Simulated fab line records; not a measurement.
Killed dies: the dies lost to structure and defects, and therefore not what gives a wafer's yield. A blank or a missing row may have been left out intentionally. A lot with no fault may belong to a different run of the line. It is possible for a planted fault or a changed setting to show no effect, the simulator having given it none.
Split-lot study | flow n5Finfet | on a route of 1938 steps: 7 lots, 39 wafers read

== ABOUT THE SPLIT ==
At N5_SD_EPI_N_EXPOSE_06 (exposes mask SD N BLK, target cd 120 nm), the setting doseMj was moved away from the recipe's 39.75 on 15 of the 39 wafers read, by -3.3% to +3.4%. All remaining wafers had this setting at the recipe value.

== FROM THE SPLIT TO THE READING: what the file shows between them, 2 steps ==
- N5_SD_EPI_N_PEB_07: peb time 60 s
- N5_SD_EPI_N_DEVELOP_08: develop time 30 s

== THE READING ==
At N5_SD_EPI_N_CD_MEAS_09: cdNm in nanometres, against a target cd of 120 nm. Typical for fault-free wafers on this fab line: 120.1 nm, with standard deviation 0.61 nm.

wafer  | tool, chamber at the split | doseMj as run | against the recipe | cdNm, nm | against lot-mates on the recipe
L074.1 | arfiScanner-01, 0          | 39.75         | recipe             | 119.2    | -
L074.2 | arfiScanner-01, 0          | 39.75         | recipe             | 119.8    | -
L074.3 | arfiScanner-01, 0          | 39.75         | recipe             | 119.8    | -
L074.4 | arfiScanner-01, 0          | 41.12         | +3.4%              | 122.2    | +2.6
L074.5 | arfiScanner-01, 0          | 41.12         | +3.4%              | 122.1    | +2.5
L074.6 | arfiScanner-01, 0          | 41.12         | +3.4%              | 122.2    | +2.6
L076.1 | arfiScanner-02, 0          | 39.75         | recipe             | 120.3    | -
L076.2 | arfiScanner-02, 0          | 38.62         | -2.8%              | 119.1    | -0.8
L076.3 | arfiScanner-02, 0          | 38.62         | -2.8%              | 118.3    | -1.6
L076.4 | arfiScanner-02, 0          | 38.62         | -2.8%              | 118.3    | -1.6
L076.5 | arfiScanner-02, 0          | 39.75         | recipe             | 119.2    | -
L076.6 | arfiScanner-02, 0          | 39.75         | recipe             | 120.3    | -
L078.1 | arfiScanner-01, 0          | 39.75         | recipe             | 120.1    | -
L078.3 | arfiScanner-01, 0          | 39.75         | recipe             | 120.6    | -
L078.4 | arfiScanner-01, 0          | 39.75         | recipe             | 120.0    | -
L080.1 | arfiScanner-03, 0          | 39.75         | recipe             | 120.0    | -
L080.2 | arfiScanner-03, 0          | 40.63         | +2.2%              | 121.0    | +1.0
L080.3 | arfiScanner-03, 0          | 39.75         | recipe             | 120.1    | -
L080.4 | arfiScanner-03, 0          | 40.63         | +2.2%              | 120.8    | +0.8
L080.5 | arfiScanner-03, 0          | 39.75         | recipe             | 119.8    | -
L080.6 | arfiScanner-03, 0          | 40.63         | +2.2%              | 121.1    | +1.1
L086.1 | arfiScanner-03, 0          | 39.75         | recipe             | 119.9    | -
L086.2 | arfiScanner-03, 0          | 38.45         | -3.3%              | 118.1    | -2.4
L086.3 | arfiScanner-03, 0          | 38.45         | -3.3%              | 119.0    | -1.5
L086.4 | arfiScanner-03, 0          | 39.75         | recipe             | 120.5    | -
L086.5 | arfiScanner-03, 0          | 38.45         | -3.3%              | 118.9    | -1.6
L086.6 | arfiScanner-03, 0          | 39.75         | recipe             | 121.1    | -
L093.1 | arfiScanner-01, 0          | 39.75         | recipe             | 120.6    | -
L093.2 | arfiScanner-01, 0          | 39.75         | recipe             | 120.8    | -
L093.3 | arfiScanner-01, 0          | 39.75         | recipe             | 119.8    | -
L093.4 | arfiScanner-01, 0          | 39.75         | recipe             | 120.2    | -
L093.5 | arfiScanner-01, 0          | 39.75         | recipe             | 120.6    | -
L093.6 | arfiScanner-01, 0          | 39.75         | recipe             | 120.8    | -
L094.1 | arfiScanner-02, 0          | 38.42         | -3.3%              | 117.8    | -2.7
L094.2 | arfiScanner-02, 0          | 39.75         | recipe             | 120.2    | -
L094.3 | arfiScanner-02, 0          | 38.42         | -3.3%              | 117.8    | -2.7
L094.4 | arfiScanner-02, 0          | 38.42         | -3.3%              | 118.4    | -2.1
L094.5 | arfiScanner-02, 0          | 39.75         | recipe             | 120.2    | -
L094.6 | arfiScanner-02, 0          | 39.75         | recipe             | 121.1    | -

FIT RESULTS
A straight line over all 39 wafers: cdNm changes by +0.542 nm for each +1% of doseMj; r = +0.91; the points scatter about the line by 0.47 nm.
The same after taking each lot's own level away (the mean of its wafers on the recipe; 39 wafers): +0.628 nm for each +1%; r = +0.94; scatter 0.42 nm.
That fit puts the effect of the largest move of doseMj on the reading at 2.2 nm.
From 119.60 to 120.50 nm: that is the span of the lots' own levels, equal to 1.5 times the standard deviation above.
Thus the slope moves with the lot-to-lot level: the two fits are different.
Check: with one of the wafers moved furthest among these (+3.4%) left out of the fit, the line predicts +2.12 nm for it against its lot-mates. Against them it came out at +2.6 nm.

== OTHER SPLITS APPLIED TO THESE WAFERS ==
Note: prior to the reading, these wafers also went through further splits. Each is held against what the fit with the lots' levels taken away leaves over:
other split on the same wafers | wafers away from the commonest value | r with cdNm (lot level and that fit taken away)
N5_FIN_CUT_ETCH_21 biasW       | 12                                   | +0.23

== THE WHOLE CHAIN: every reading that the file lists as answering this split, in the file's order ==
step                   | what it does             | reading                                                        | change (the file's fit)               | r (the file's)
N5_SD_EPI_N_CD_MEAS_09 | target cd 120 nm         | cdNm                                                           | +0.619 nm for each +1% of the setting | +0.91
N5_SD_EPI_N_DESCUM_14  | chemistry O2, time 7.9 s | SD_EPI_N.cdNm (the simulator's own value, which no gauge read) | +0.604 nm for each +1% of the setting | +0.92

== FILE'S OWN FIT ==
cdNm changes by +0.619 nm for each +1% of doseMj, r = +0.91.
